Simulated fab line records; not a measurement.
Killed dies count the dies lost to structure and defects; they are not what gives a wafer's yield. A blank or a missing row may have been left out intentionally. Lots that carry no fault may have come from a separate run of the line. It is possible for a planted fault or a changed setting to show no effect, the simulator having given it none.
fab line records	flow n5_finfet
record: lots: 9	wafers: 27	last_day: 18
route steps=1938 shown STI_FIN_REVEAL@188 BEOL_M4@1111
lots untouched by any fault: they come from a run of this same line in which no faults occurred
start_h: hours from the record's first day to the start of the lot's first wafer shown	wait_h: hours elapsed since this lot's preceding step	" same as the row above	L1.1+2: a row that stands for several wafers	- either no value or no given start	* or withheld: withheld	< > ~ a bound
route shown NAME@n: a module of which the file shows steps, and the number in the route of the first	usual: mean/standard deviation taken from wafers without a fault	same: alike in all rows	chamber/n: place in a boat	sites: the reading at each site	_std_site: standard deviation of those values	_edge_site: the outer-site mean with the inner-site mean subtracted	radius_mm: how far each site lies from the wafer's centre	mask NAME#n: copy n	behind: the last tool/chamber to shape the wafer	hold: why the lot was held/for how many hours/how that ended	device: whichever transistor did not switch (one of n, p or np)	end of line: tests run on the same wafers once the route is complete	a step without rows: its recipe alone	killed: not the wafer's yield, but the dies lost to structure and defects at the first sort	map: a wafer's dies, marking killed ones x, the rest . and places with no die _
set.NAME: the run value of the setting; set.NAME@STEP: its run value at that earlier step	model.NAME: the simulator's own value behind a step, which no gauge read
one table for each step of the route and one row for each wafer, over a sample of lots
services: a tool's chamber out of use, with start hour (start_h, from the record's first day; less than 0 if before it), hours out, and reason
== steps ==
step: N5_STI_FIN_REVEAL_THK_MEAS_05
usual: thk_nm: 132.1/1.2
lot.wafer	tool	chamber	start_h	wait_h	thk_nm
L770.2	film_metro-02	-	36.54	-	132.9
L770.3	"	-	"	"	131.3
L770.4	"	-	"	"	133.3
L774.1	film_metro-01	-	58.30	-	131.1
L774.3	"	-	"	"	131.5
L774.4	"	-	"	"	132.4
L776.2	film_metro-01	-	74.15	-	128.9
L776.3	"	-	"	"	130.5
L776.6	"	-	"	"	131.1
L781.1	film_metro-02	-	99.25	-	132.5
L781.2	"	-	"	"	131.1
L781.3	"	-	"	"	132.1
L788.2	film_metro-02	-	141.29	-	134.3
L788.5	"	-	"	"	131.7
L788.6	"	-	"	"	132.4
L789.1	film_metro-02	-	147.29	-	131.1
L789.3	"	-	"	"	132.8
L789.6	"	-	"	"	132.0
L790.1	film_metro-02	-	155.76	-	131.6
L790.2	"	-	"	"	132.3
L790.3	"	-	"	"	132.2
L791.2	film_metro-01	-	161.22	-	132.6
L791.3	"	-	"	"	133.0
L791.6	"	-	"	"	131.1
L793.1	film_metro-02	-	175.81	-	134.1
L793.3	"	-	"	"	133.8
L793.6	"	-	"	"	134.5
step: N5_STI_FIN_REVEAL_ETCHBACK_08
recipe: chemistry: C4F6/O2	target: SiO2	target_depth_a: 305	time_s: 10.167	ion_energy_ev: 250	pressure_mtorr: 30	source_w: 345	bias_w: 185	Ar_flow_sccm: 300	C4F6_flow_sccm: 10	O2_flow_sccm: 10
usual: drypump_motor_current_A: 5.5/0.35	oes_product_au: 0.84/0.096	rf_fwd_power_W: 340.7/1.5	rf_vpp_V: 666/10	showerhead_plenum_p_Torr: 2.90/0.076	throttle_valve_pct: 21.13/0.16
lot.wafer	tool	chamber	start_h	wait_h	drypump_motor_current_A	oes_product_au	rf_fwd_power_W	rf_hours_counter_h	rf_vpp_V	showerhead_plenum_p_Torr	throttle_valve_pct
L770.2	rie_diel-02	3	36.78	0.2	5.1	0.78	338.8	124	671	2.98	21.07
L770.3	"	0	"	"	5.6	0.73	338.4	176	667	2.94	21.46
L770.4	"	1	"	"	4.7	0.88	341.7	48	668	2.90	21.37
L774.1	rie_diel-02	2	58.54	0.2	5.5	0.77	342.3	136	678	2.85	21.01
L774.3	"	0	"	"	5.7	0.72	342.4	183	666	2.93	21.48
L774.4	"	3	"	"	5.1	0.78	339.1	131	669	2.97	21.07
L776.2	rie_diel-04	0	74.39	0.2	5.8	0.74	343.1	184	660	2.82	21.22
L776.3	"	3	"	"	5.6	0.92	339.7	18	662	2.91	21.14
L776.6	"	3	"	"	5.6	0.92	340.7	-	662	2.91	21.15
L781.1	rie_diel-04	2	99.49	0.2	5.5	0.90	341.2	38	654	2.90	21.15
L781.2	"	0	"	"	5.8	0.73	341.0	193	660	2.82	21.23
L781.3	"	1	"	"	5.4	0.97	340.7	5	653	2.80	21.05
L788.2	rie_diel-04	1	141.69	0.2	5.4	0.92	341.9	20	653	2.79	21.08
L788.5	"	1	"	"	5.4	0.93	341.5	-	653	2.79	21.08
L788.6	"	2	"	"	5.4	0.87	340.0	-	654	2.89	21.16
L789.1	rie_diel-01	0	147.70	0.2	5.3	0.89	340.3	52	687	3.00	20.91
L789.3	"	3	"	"	5.7	0.90	342.4	30	659	2.78	20.97
L789.6	"	2	"	"	6.0	0.90	340.3	-	677	3.01	20.95
L790.1	rie_diel-04	2	156.00	0.2	5.4	0.87	341.3	60	653	2.89	21.19
L790.2	"	1	"	"	5.4	0.92	342.3	26	651	2.79	21.08
L790.3	"	0	"	"	5.8	0.72	340.6	213	660	2.81	21.27
L791.2	rie_diel-02	3	161.46	0.2	5.1	0.74	340.2	168	672	2.96	21.12
L791.3	"	0	"	"	5.7	0.70	341.9	216	665	2.92	21.52
L791.6	"	0	"	"	5.7	0.70	342.5	-	667	2.92	21.52
L793.1	rie_diel-01	1	176.15	0.3	5.9	0.69	338.1	218	669	2.93	21.25
L793.3	"	2	"	"	6.1	0.88	338.6	49	677	3.01	20.95
L793.6	"	1	"	"	5.9	0.69	337.4	-	671	2.93	21.24
step: N5_STI_FIN_REVEAL_OXIDATION_31
recipe: chemistry: O2_PLASMA_REMOTE	temp_c: 150	time_s: 20	pressure_mtorr: 1000	source_power_w: 2000	o2_flow_sccm: 3000
usual: drypump_motor_current_A: 6.0/0.55	heater_power_w: 137/13	rf_fwd_power_W: 1981/7.1
lot.wafer	tool	chamber	start_h	wait_h	drypump_motor_current_A	heater_power_w	rf_fwd_power_W	rf_hours_counter_h
L770.2	plasma_asher-01	1	39.18	0.0	5.6	160	1977	80
L770.3	"	1	"	"	5.6	162	1983	-
L770.4	"	0	"	"	6.5	133	1981	-
L774.1	plasma_asher-02	0	60.94	0.0	6.6	128	1986	33
L774.3	"	1	"	"	5.4	129	1976	-
L774.4	"	0	"	"	6.6	130	1978	-
L776.2	plasma_asher-02	1	76.79	0.0	5.4	130	1980	36
L776.3	"	0	"	"	6.6	131	1978	-
L776.6	"	0	"	"	6.6	127	1985	-
L781.1	plasma_asher-01	1	102.12	0.0	5.5	158	1989	91
L781.2	"	0	"	"	6.5	137	1974	91
L781.3	"	1	"	"	5.5	160	1974	-
L788.2	plasma_asher-01	1	144.13	0.0	5.6	164	1996	99
L788.5	"	1	"	"	5.6	163	1988	-
L788.6	"	0	"	"	6.5	135	1984	-
L789.1	plasma_asher-02	0	150.10	0.0	6.7	130	1985	52
L789.3	"	0	"	"	6.7	128	1971	-
L789.6	"	0	"	"	6.7	125	1978	-
L790.1	plasma_asher-01	1	158.41	0.0	5.6	160	1989	102
L790.2	"	0	"	"	6.5	137	1985	102
L790.3	"	0	"	"	6.5	137	1972	-
L791.2	plasma_asher-01	0	163.87	0.0	6.5	137	1979	103
L791.3	"	0	"	"	6.4	139	1978	-
L791.6	"	0	"	"	6.5	137	1982	-
L793.1	plasma_asher-01	1	178.56	0.0	5.6	164	1984	106
L793.3	"	0	"	"	6.5	135	1976	-
L793.6	"	0	"	"	6.5	136	1979	-
step: N5_STI_FIN_REVEAL_OXIDATION_33
recipe: chemistry: O2_PLASMA_REMOTE	temp_c: 150	time_s: 20	pressure_mtorr: 1000	source_power_w: 2000	o2_flow_sccm: 3000
usual: drypump_motor_current_A: 6.0/0.55	heater_power_w: 137/13	rf_fwd_power_W: 1982/6.8
lot.wafer	tool	chamber	start_h	wait_h	drypump_motor_current_A	heater_power_w	rf_fwd_power_W	rf_hours_counter_h
L770.2	plasma_asher-01	1	39.54	0.0	5.6	159	1975	80
L770.3	"	1	"	"	5.6	161	1975	-
L770.4	"	0	"	"	6.6	138	1972	-
L774.1	plasma_asher-02	0	61.29	0.0	6.6	127	1994	33
L774.3	"	1	"	"	5.4	127	1973	-
L774.4	"	0	"	"	6.7	131	1989	-
L776.2	plasma_asher-01	0	77.14	0.0	6.5	134	1978	86
L776.3	"	1	"	"	5.6	163	1994	-
L776.6	"	0	"	"	6.5	133	1977	-
L781.1	plasma_asher-02	1	102.49	0.0	5.4	133	1976	41
L781.2	"	0	"	"	6.6	131	1985	41
L781.3	"	0	"	"	6.6	130	1999	-
L788.2	plasma_asher-02	0	144.48	0.0	6.6	129	1973	51
L788.5	"	0	"	"	6.6	127	1987	-
L788.6	"	1	"	"	5.4	129	1977	-
L789.1	plasma_asher-01	0	150.45	0.0	6.5	141	1973	99
L789.3	"	0	"	"	6.5	133	1984	-
L789.6	"	1	"	"	5.5	165	1992	-
L790.1	plasma_asher-01	1	158.76	0.0	5.6	167	1981	102
L790.2	"	0	"	"	6.5	137	1982	102
L790.3	"	0	"	"	6.5	140	1981	-
L791.2	plasma_asher-02	0	164.22	0.0	6.6	127	1983	55
L791.3	"	0	"	"	6.6	129	1982	-
L791.6	"	0	"	"	6.6	126	1974	-
L793.1	plasma_asher-01	1	179.15	0.3	5.6	161	1972	106
L793.3	"	1	"	"	5.6	160	1988	-
L793.6	"	0	"	"	6.5	134	1981	-
step: N5_STI_FIN_REVEAL_FIN_H_MEAS_10
usual: trench_depth_nm: 52.2/0.59
lot.wafer	tool	chamber	start_h	wait_h	trench_depth_nm
L770.2	ocd-02	-	39.74	0.0	51.1
L770.3	"	-	"	"	52.2
L770.4	"	-	"	"	52.1
L774.1	ocd-02	-	61.49	0.0	51.2
L774.3	"	-	"	"	51.0
L774.4	"	-	"	"	51.2
L776.2	ocd-01	-	77.34	0.0	52.9
L776.3	"	-	"	"	52.8
L776.6	"	-	"	"	53.2
L781.1	ocd-01	-	102.69	0.0	52.3
L781.2	"	-	"	"	51.4
L781.3	"	-	"	"	52.0
L788.2	ocd-02	-	144.68	0.0	64.5
L788.5	"	-	"	"	65.3
L788.6	"	-	"	"	52.0
L789.1	ocd-02	-	150.65	0.0	52.4
L789.3	"	-	"	"	51.8
L789.6	"	-	"	"	52.5
L790.1	ocd-02	-	158.96	0.0	53.2
L790.2	"	-	"	"	66.2
L790.3	"	-	"	"	52.6
L791.2	ocd-01	-	164.41	0.0	51.8
L791.3	"	-	"	"	52.3
L791.6	"	-	"	"	52.4
L793.1	ocd-02	-	179.34	0.0	51.8
L793.3	"	-	"	"	52.1
L793.6	"	-	"	"	52.3
step: N5_BEOL_M4_RC_MEAS_101
usual: DIBL_N: 36.2/1.2	DIBL_P: 36.3/1.3	IOFF_N: 0.155/0.019	IOFF_P: 0.210/0.029	ION_N: 677/8.6	ION_P: 465/6.8	SS_N: 71.4/0.48	SS_P: 73.2/0.53	VT_N: 249.9/2.4	VT_P: -250/3.2
lot.wafer	tool	chamber	start_h	wait_h	DIBL_N[mV/V]	DIBL_P[mV/V]	IOFF_N[nA/um]	IOFF_P[nA/um]	ION_N[uA/um]	ION_P[uA/um]	SS_N[mV/dec]	SS_P[mV/dec]	VT_N[mV]	VT_P[mV]
L770.2	prober-02	0	158.43	0.2	36.5	36.8	0.157	0.199	672	464	71.7	72.9	250.5	-252
L770.3	"	0	"	"	36.3	36.4	0.153	0.198	673	459	71.1	73.6	251.6	-250
L770.4	"	0	"	"	37.5	37.9	0.178	0.220	685	469	71.9	72.6	249.3	-250
L774.1	prober-02	0	199.88	0.0	35.7	36.0	0.144	0.215	671	463	71.6	73.4	251.6	-249
L774.3	"	0	"	"	37.4	38.4	0.182	0.245	678	469	70.9	74.0	246.6	-247
L774.4	"	0	"	"	37.0	37.4	0.166	0.222	666	464	71.0	73.7	249.5	-248
L776.2	prober-02	0	216.28	0.2	35.7	36.7	0.176	0.239	682	470	71.8	72.9	251.2	-250
L776.3	"	0	"	"	34.8	35.9	0.147	0.219	680	474	70.9	74.0	250.3	-252
L776.6	"	0	"	"	33.7	34.1	0.128	0.190	681	467	70.7	73.0	250.1	-250
L781.1	prober-01	0	253.57	0.0	35.5	35.8	0.165	0.222	687	467	71.0	73.1	245.4	-249
L781.2	"	0	"	"	37.7	37.8	0.204	0.267	678	470	71.8	73.8	246.3	-248
L781.3	"	0	"	"	35.9	35.3	0.152	0.218	678	469	71.9	73.3	252.4	-250
L788.2	prober-02	0	282.73	0.2	35.1	36.5	0.155	0.202	727	474	70.6	73.0	248.2	-249
L788.5	"	0	"	"	34.3	35.6	0.141	0.184	736	464	71.2	73.0	250.0	-251
L788.6	"	0	"	"	36.0	37.3	0.145	0.219	676	463	71.8	73.5	251.1	-248
L789.1	prober-02	0	284.92	0.0	35.8	36.8	0.170	0.225	678	472	71.5	73.3	245.8	-248
L789.3	"	0	"	"	35.6	36.4	0.158	0.217	681	469	71.2	73.2	249.6	-248
L789.6	"	0	"	"	34.0	34.9	0.139	0.197	679	467	70.5	73.4	247.4	-249
L790.1	prober-02	0	303.74	0.0	34.4	35.3	0.122	0.160	668	457	70.6	72.8	253.7	-255
L790.2	"	0	"	"	34.2	35.6	0.139	0.171	737	459	71.0	72.8	247.9	-255
L790.3	"	0	"	"	35.8	36.0	0.135	0.172	664	452	71.3	72.6	249.5	-251
L791.2	prober-02	0	308.16	0.2	37.6	36.5	0.155	0.207	665	457	71.7	72.6	250.2	-250
L791.3	"	0	"	"	37.3	37.1	0.156	0.218	680	465	71.6	72.3	250.3	-249
L791.6	"	0	"	"	37.2	36.3	0.147	0.203	671	467	71.3	73.1	250.7	-249
L793.1	prober-02	0	322.78	0.0	35.4	33.4	0.128	0.159	657	451	70.9	72.4	252.2	-254
L793.3	"	0	"	"	36.9	35.5	0.159	0.188	673	459	71.7	72.8	250.4	-251
L793.6	"	0	"	"	37.4	36.0	0.164	0.199	674	458	71.9	73.6	249.7	-252
== services ==
tool	chamber	start_h	hours	kind
rie_diel-01	2	24.16	-	clean
rie_diel-01	2	24.16	-	consumable_replace:focus_ring
rie_diel-01	2	24.16	-	consumable_replace:showerhead
rie_diel-01	2	24.16	20.6	scheduled_down
rie_diel-01	2	24.16	20.6	vent_cycle
rie_diel-04	0	37.44	4.8	repair
rie_diel-01	3	44.76	-	clean
rie_diel-01	3	44.76	-	consumable_replace:focus_ring
rie_diel-01	3	44.76	18.8	scheduled_down
rie_diel-01	3	44.76	18.8	vent_cycle
rie_diel-04	1	51.96	-	clean
rie_diel-04	1	51.96	-	consumable_replace:focus_ring
rie_diel-04	1	51.96	30.9	scheduled_down
rie_diel-04	1	51.96	30.9	vent_cycle
rie_diel-04	-	89.16	0.4	repair
plasma_asher-01	-	108.19	1.7	repair
rie_diel-02	0	113.52	7.3	repair
rie_diel-01	1	136.85	10.3	repair
rie_diel-02	1	137.28	9.5	repair
rie_diel-04	3	144.66	14.2	repair
rie_diel-02	-	159.50	1.4	repair
plasma_asher-02	-	178.96	28.1	pm
== key ==
first_sign: step: N5_STI_FIN_REVEAL_FIN_H_MEAS_10	reading: trench_depth_nm	direction: up	sigmas: 22	usual: 52.2	struck: 65.3
effect: step: N5_BEOL_M4_RC_MEAS_101	reading: ION_N	direction: up	sigmas: 6.6	usual: 677	struck: 733
met_at N5_STI_FIN_REVEAL_ETCHBACK_08
struck_lots L788,L790
struck_wafers L788.2,L788.5,L790.2
not_acting_at N5_STI_FIN_REVEAL_THK_MEAS_05,N5_STI_FIN_REVEAL_OXIDATION_31,N5_STI_FIN_REVEAL_OXIDATION_33
onset_between 99.49 141.69
fault: kind: process_parameter_drift	tool: rie_diel-04	chamber: 1	onset_h: 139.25	steps: N5_STI_FIN_REVEAL_ETCHBACK_08	channel: time_s	offset: *	shape: step	end_h: 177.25	acts_in: *	stated: *
